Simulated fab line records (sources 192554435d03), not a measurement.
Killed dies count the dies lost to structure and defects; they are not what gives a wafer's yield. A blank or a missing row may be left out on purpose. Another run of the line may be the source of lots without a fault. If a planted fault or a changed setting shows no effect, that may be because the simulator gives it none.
Which tool was responsible?	flow n5-finfet	72 wafers from 24 lots sampled at 6 of the route's 1938 steps

== WHAT EACH GAUGE READ, for each wafer ==
N5_BEOL_M0_SAQP_CD_MEAS_29: the cd target is 14.4 nm.
lot	measured	on	cd-nm (nm)
L074	day 5 15:41	cd-sem-01	14.64 15.15 14.84
L075	day 5 20:39	cd-sem-02	14.56 14.91 15.46
L076	day 6 11:45	cd-sem-01	14.73 14.92 14.88
L077	day 6 13:55	cd-sem-03	15.09 15.07 15.66
L078	day 7 00:04	cd-sem-01	14.93 15.21 14.83
L079	day 7 04:46	cd-sem-02	14.88 14.93 14.69
L080	day 7 07:38	cd-sem-01	15.45 14.97 14.76
L081	day 7 10:25	cd-sem-01	15.16 15.29 15.00
L082	day 7 17:25	cd-sem-01	15.01 15.35 14.59
L083	day 7 22:30	cd-sem-01	15.12 14.98 14.98
L084	day 8 05:44	cd-sem-02	15.10 15.37 15.38
L085	day 8 17:10	cd-sem-01	14.89 14.97 14.57
L086	day 8 21:04	cd-sem-03	15.31 14.90 15.14
L087	day 9 01:36	cd-sem-03	15.31 15.01 15.06
L088	day 9 08:34	cd-sem-03	15.23 15.01 14.56
L089	day 9 13:50	cd-sem-01	14.88 14.83 15.03
L090	day 9 20:20	cd-sem-03	14.88 15.28 15.09
L091	day 10 02:17	cd-sem-02	14.96 14.95 15.26
L092	day 10 07:49	cd-sem-01	14.70 15.06 15.39
L093	day 10 12:11	cd-sem-03	15.00 14.94 15.21
L094	day 10 18:41	cd-sem-01	15.09 15.67 14.84
L095	day 10 22:46	cd-sem-01	15.36 15.02 15.20
L096	day 11 03:25	cd-sem-02	15.07 15.15 14.95
L097	day 11 07:05	cd-sem-02	14.88 15.21 15.10

== WHAT TOOL EACH LOT RAN ON (gives the tool, then ch and the chambers of the sampled wafers, and finally the start) ==
lot	N5_MOL_CONTACT_COAG_SPUTTER_143	N5_MOL_CONTACT_COAG_SPUTTER_130	N5_MOL_CONTACT_COAG_CMP_23	N5_BEOL_M0_SAQP_PECVD_97	N5_BEOL_M0_SAQP_SPACER1_ALD_98
L074	pvd-sputter-01, day 4 18:13	pvd-sputter-01, day 4 22:16	cmp-02 ch 0,2,3, day 4 22:34	pecvd-02 ch 1,2, day 5 11:10	ald-sin-04 ch 1,2,3, day 5 12:46
L075	pvd-sputter-01, day 4 22:34	pvd-sputter-03, day 5 00:17	cmp-01 ch 0,2,3, day 5 00:33	pecvd-02 ch 0,1,2, day 5 14:08	ald-sin-03 ch 0,3, day 5 17:53
L076	pvd-sputter-02, day 5 15:15	pvd-sputter-03, day 5 17:04	cmp-02 ch 2,3, day 5 17:14	pecvd-02 ch 0,1, day 6 06:25	ald-sin-04 ch 0,1, day 6 08:08
L077	pvd-sputter-02, day 5 18:02	pvd-sputter-02, day 5 21:38	cmp-02 ch 0,3, day 5 21:49	pecvd-02 ch 0,1,2, day 6 08:20	ald-sin-04 ch 0,1,3, day 6 11:23
L078	pvd-sputter-01, day 6 06:36	pvd-sputter-02, day 6 08:20	cmp-02 ch 1,3, day 6 08:31	pecvd-02 ch 0,1,2, day 6 19:51	ald-sin-03 ch 0,1,2, day 6 21:28
L079	pvd-sputter-01, day 6 07:20	pvd-sputter-03, day 6 12:04	cmp-01 ch 1,2,3, day 6 12:15	pecvd-04 ch 1,2, day 7 00:39	ald-sin-03 ch 0,1,3, day 7 02:20
L080	pvd-sputter-02, day 6 07:58	pvd-sputter-01, day 6 12:12	cmp-02 ch 0,1,2, day 6 12:23	pecvd-04 ch 1,2, day 7 03:17	ald-sin-04 ch 1,2,3, day 7 04:54
L081	pvd-sputter-03, day 6 15:31	pvd-sputter-01, day 6 18:32	cmp-04 ch 1,2, day 6 18:43	pecvd-04 ch 0,1, day 7 06:16	ald-sin-03 ch 0,1,3, day 7 07:58
L082	pvd-sputter-03, day 6 19:04	pvd-sputter-03, day 6 21:10	cmp-04 ch 0,1,2, day 6 21:21	pecvd-02 ch 0,1,2, day 7 10:17	ald-sin-01 ch 0,1,3, day 7 14:46
L083	pvd-sputter-02, day 7 02:02	pvd-sputter-03, day 7 05:53	cmp-04 ch 0,2,3, day 7 06:08	pecvd-01 ch 0,1, day 7 18:36	ald-sin-01 ch 0,3, day 7 20:04
L084	pvd-sputter-01, day 7 10:16	pvd-sputter-03, day 7 12:18	cmp-04 ch 0,2,3, day 7 12:31	pecvd-04 ch 0,2, day 8 01:10	ald-sin-03 ch 2,3, day 8 03:05
L085	pvd-sputter-02, day 7 21:07	pvd-sputter-03, day 7 23:43	cmp-01 ch 0,2,3, day 7 23:58	pecvd-02 ch 0,2, day 8 11:32	ald-sin-03 ch 0,1,3, day 8 13:45
L086	pvd-sputter-02, day 8 00:29	pvd-sputter-01, day 8 02:36	cmp-04 ch 0,2,3, day 8 02:53	pecvd-02 ch 0,1,2, day 8 15:12	ald-sin-01 ch 2,3, day 8 17:11
L087	pvd-sputter-02, day 8 03:10	pvd-sputter-03, day 8 07:45	cmp-01 ch 0,1, day 8 08:03	pecvd-02 ch 0,1, day 8 20:01	ald-sin-04 ch 0,1,3, day 8 23:04
L088	pvd-sputter-01, day 8 11:20	pvd-sputter-03, day 8 14:15	cmp-04 ch 0,1,2, day 8 14:28	pecvd-02 ch 1,2, day 9 04:34	ald-sin-04 ch 0,1,3, day 9 06:08
L089	pvd-sputter-03, day 8 13:41	pvd-sputter-01, day 8 16:38	cmp-04 ch 2,3, day 8 16:50	pecvd-02 ch 1,2, day 9 09:21	ald-sin-03 ch 0,3, day 9 11:16
L090	pvd-sputter-02, day 9 00:27	pvd-sputter-01, day 9 03:24	cmp-01 ch 0,1, day 9 03:37	pecvd-04 ch 0,1,2, day 9 16:19	ald-sin-01 ch 0,1,3, day 9 17:52
L091	pvd-sputter-02, day 9 06:20	pvd-sputter-01, day 9 09:26	cmp-01 ch 1,2,3, day 9 09:37	pecvd-02 ch 0,2, day 9 21:25	ald-sin-03 ch 2,3, day 9 23:20
L092	pvd-sputter-02, day 9 12:50	pvd-sputter-03, day 9 16:23	cmp-04 ch 0,1,3, day 9 16:36	pecvd-02 ch 0,2, day 10 03:37	ald-sin-03 ch 0,1,3, day 10 05:22
L093	pvd-sputter-03, day 9 17:29	pvd-sputter-02, day 9 20:53	cmp-01 ch 1,2,3, day 9 21:08	pecvd-01 ch 0,1, day 10 08:03	ald-sin-01 ch 0,3, day 10 09:38
L094	pvd-sputter-02, day 9 22:03	pvd-sputter-01, day 10 02:15	cmp-04 ch 0,1,2, day 10 02:30	pecvd-04 ch 0,1,2, day 10 14:41	ald-sin-03 ch 0,2,3, day 10 16:14
L095	pvd-sputter-03, day 10 02:52	pvd-sputter-02, day 10 04:37	cmp-01 ch 1,2,3, day 10 04:52	pecvd-02 ch 0,1,2, day 10 17:40	ald-sin-04 ch 0,1,3, day 10 19:15
L096	pvd-sputter-01, day 10 08:07	pvd-sputter-01, day 10 10:00	cmp-01 ch 0,1,3, day 10 10:16	pecvd-01 ch 0,1, day 10 21:02	ald-sin-03 ch 0,2, day 10 22:40
L097	pvd-sputter-03, day 10 10:26	pvd-sputter-01, day 10 13:50	cmp-02 ch 0,2, day 10 14:04	pecvd-02 ch 1,2, day 11 02:24	ald-sin-04 ch 0,1,2, day 11 04:05
- N5_MOL_CONTACT_COAG_SPUTTER_143: material Co, target thk 2.5 nm.
- N5_MOL_CONTACT_COAG_SPUTTER_130: material Co, target thk 47.5 nm.
- N5_MOL_CONTACT_COAG_CMP_23: polishes, stops on SiO2, t overpolish 1.5 s, target thk 0 nm.
- N5_BEOL_M0_SAQP_PECVD_97: deposits SiNx from SiH4/NH3/N2, target thk 23 nm, time 19.9 s.
- N5_BEOL_M0_SAQP_SPACER1_ALD_98: deposits SiO2, target thk 12.8 nm, pulse time 1 s, purge time 2 s.

== AS READ BY THE TOOLS THEMSELVES (means over the sampled wafers that have a number; for cases with no such wafer, the mark the record gives instead) ==
N5_MOL_CONTACT_COAG_SPUTTER_143.
lot	tool	chamber-pressure-pa (Pa)	throttle-valve-pct (%)
L074	pvd-sputter-01	0.2000	30.3
L075	pvd-sputter-01	0.1993	29.1
L076	pvd-sputter-02	0.1999	28.8
L077	pvd-sputter-02	0.2000	28.6
L078	pvd-sputter-01	0.1998	29.9
L079	pvd-sputter-01	0.2000	30.3
L080	pvd-sputter-02	0.1997	28.8
L081	pvd-sputter-03	0.1996	30.7
L082	pvd-sputter-03	0.2001	30.7
L083	pvd-sputter-02	0.2001	28.4
L084	pvd-sputter-01	0.2004	31.0
L085	pvd-sputter-02	0.1998	29.0
L086	pvd-sputter-02	0.1997	28.9
L087	pvd-sputter-02	0.1999	28.9
L088	pvd-sputter-01	0.2002	30.5
L089	pvd-sputter-03	0.1995	30.7
L090	pvd-sputter-02	0.2001	29.8
L091	pvd-sputter-02	0.1999	28.1
L092	pvd-sputter-02	0.1999	28.4
L093	pvd-sputter-03	0.2001	30.7
L094	pvd-sputter-02	0.2000	28.4
L095	pvd-sputter-03	0.1998	31.3
L096	pvd-sputter-01	0.2001	29.2
L097	pvd-sputter-03	0.1998	30.2

N5_MOL_CONTACT_COAG_SPUTTER_130.
lot	tool	chamber-pressure-pa (Pa)	throttle-valve-pct (%)
L074	pvd-sputter-01	0.5004	30.5
L075	pvd-sputter-03	0.5015	30.5
L076	pvd-sputter-03	0.4997	30.7
L077	pvd-sputter-02	0.5006	27.8
L078	pvd-sputter-02	0.4996	29.6
L079	pvd-sputter-03	0.5009	30.7
L080	pvd-sputter-01	0.5008	30.5
L081	pvd-sputter-01	0.4998	30.4
L082	pvd-sputter-03	0.5007	30.8
L083	pvd-sputter-03	0.5007	30.1
L084	pvd-sputter-03	0.4991	30.1
L085	pvd-sputter-03	0.4993	30.9
L086	pvd-sputter-01	0.4995	31.1
L087	pvd-sputter-03	0.5002	30.1
L088	pvd-sputter-03	0.5009	29.9
L089	pvd-sputter-01	0.4999	30.4
L090	pvd-sputter-01	0.4999	30.3
L091	pvd-sputter-01	0.5004	30.3
L092	pvd-sputter-03	0.4989	30.0
L093	pvd-sputter-02	0.5001	29.2
L094	pvd-sputter-01	0.4999	29.8
L095	pvd-sputter-02	0.4996	29.1
L096	pvd-sputter-01	0.4995	30.3
L097	pvd-sputter-01	0.4991	30.0

N5_MOL_CONTACT_COAG_CMP_23.
lot	tool	edge-zone-pressure-frac	motor-current-A (A)	overpolish-run-s (s)	platen-rpm (rpm)	time-to-endpoint-s (s)
L074	cmp-02	0.994	7.8	1.505	50.30	12.1
L075	cmp-01	0.996	8.0	1.507	50.27	10.9
L076	cmp-02	0.995	7.7	1.501	50.33	11.2
L077	cmp-02	1.002	7.7	1.507	50.33	7.9
L078	cmp-02	1.003	7.9	1.497	50.28	9.2
L079	cmp-01	1.001	8.0	1.501	50.27	6.9
L080	cmp-02	1.003	8.7	1.493	50.29	11.7
L081	cmp-04	0.998	7.4	1.495	50.34	11.3
L082	cmp-04	0.997	8.0	1.494	50.30	12.5
L083	cmp-04	0.997	9.1	1.495	50.28	10.4
L084	cmp-04	0.997	8.7	1.504	50.29	7.1
L085	cmp-01	1.001	7.8	1.493	50.30	9.0
L086	cmp-04	1.002	8.8	1.495	50.31	8.3
L087	cmp-01	1.004	8.2	1.497	50.31	13.5
L088	cmp-04	1.002	8.2	1.499	50.30	9.6
L089	cmp-04	1.004	8.3	1.505	50.30	8.4
L090	cmp-01	0.999	8.2	1.498	50.33	11.8
L091	cmp-01	1.000	7.6	1.501	50.32	8.0
L092	cmp-04	0.997	8.7	1.493	50.29	9.1
L093	cmp-01	1.003	8.1	1.497	50.29	7.4
L094	cmp-04	1.001	8.5	1.497	50.30	8.3
L095	cmp-01	1.005	7.9	1.490	50.30	9.7
L096	cmp-01	0.997	7.7	1.497	50.30	13.0
L097	cmp-02	1.000	8.3	1.508	50.27	8.1

N5_BEOL_M0_SAQP_PECVD_97.
lot	tool	chamber-pressure-Torr (Torr)	heater-power-w (W)	showerhead-plenum-p-Torr (Torr)	showerhead-vpp-V (V)	throttle-valve-pct (%)
L074	pecvd-02	1.503	525	5.10	1060	38.4
L075	pecvd-02	1.495	489	5.11	1063	39.1
L076	pecvd-02	1.499	524	5.12	1060	40.6
L077	pecvd-02	1.501	505	5.10	1068	39.2
L078	pecvd-02	1.503	511	5.11	1059	38.9
L079	pecvd-04	1.498	702	5.12	1033	40.6
L080	pecvd-04	1.499	642	5.14	1077	39.4
L081	pecvd-04	1.496	611	5.08	1033	41.8
L082	pecvd-02	1.498	521	5.09	1063	39.2
L083	pecvd-01	1.502	538	5.08	1097	42.7
L084	pecvd-04	1.497	556	5.09	1067	40.7
L085	pecvd-02	1.502	502	5.08	1063	38.6
L086	pecvd-02	1.496	528	5.10	1065	39.3
L087	pecvd-02	1.499	542	5.12	1067	40.6
L088	pecvd-02	1.505	531	5.12	1058	40.1
L089	pecvd-02	1.501	516	5.09	1066	38.3
L090	pecvd-04	1.504	658	5.11	1039	40.6
L091	pecvd-02	1.500	557	5.09	1069	38.5
L092	pecvd-02	1.502	531	5.09	1053	37.7
L093	pecvd-01	1.499	585	5.08	1096	42.7
L094	pecvd-04	1.497	612	5.11	1052	40.6
L095	pecvd-02	1.497	513	5.10	1064	39.3
L096	pecvd-01	1.502	551	5.07	1092	42.7
L097	pecvd-02	1.504	492	5.10	1054	38.4

N5_BEOL_M0_SAQP_SPACER1_ALD_98.
lot	tool	chamber-pressure-Torr (Torr)	heater-power-w (W)	precursor-pulse-height-rel
L074	ald-sin-04	1.999	485	0.992
L075	ald-sin-03	2.001	472	1.029
L076	ald-sin-04	2.001	458	1.000
L077	ald-sin-04	2.002	450	1.006
L078	ald-sin-03	1.999	423	0.980
L079	ald-sin-03	2.000	451	1.000
L080	ald-sin-04	1.995	493	0.999
L081	ald-sin-03	2.004	444	0.996
L082	ald-sin-01	2.002	460	1.000
L083	ald-sin-01	1.999	457	1.018
L084	ald-sin-03	2.001	429	0.996
L085	ald-sin-03	1.997	453	0.999
L086	ald-sin-01	2.004	452	1.010
L087	ald-sin-04	2.001	448	0.977
L088	ald-sin-04	2.000	446	1.012
L089	ald-sin-03	2.003	476	1.007
L090	ald-sin-01	2.002	459	0.981
L091	ald-sin-03	1.999	461	0.999
L092	ald-sin-03	2.007	457	0.994
L093	ald-sin-01	1.999	451	0.999
L094	ald-sin-03	1.998	447	1.006
L095	ald-sin-04	2.000	447	1.008
L096	ald-sin-03	1.998	424	0.984
L097	ald-sin-04	2.002	488	1.020

== THE ANSWER, worked out from the rows above alone ==
Rule: what is usual is taken from the lots themselves. The widest of any qualifying gaps counts: lots, ordered by their means at a reading, are off when they make up no more than a third of the lots, leave a main group of 4 or more, and stand apart from it by 3 or more times the standard deviation of that group's means. The tables above print the reading to a certain number of digits; a main group whose means all agree to those digits is not used. A lot without any number at a reading at which 4 lots or more have one is off too. The other lots that the step has rows for count as sound. After the gauges, taken in route order, come the tools' own readings; for these a lot's mean is taken, as printed above. The first step at which some lot is off is used, and at that step the reading that is off furthest; a lot without a number counts as furthest.
No lot is off on any of the readings shown, so nothing can be concluded from this.

== WHAT HAD BEEN PUT IN BY THE SIMULATOR ==
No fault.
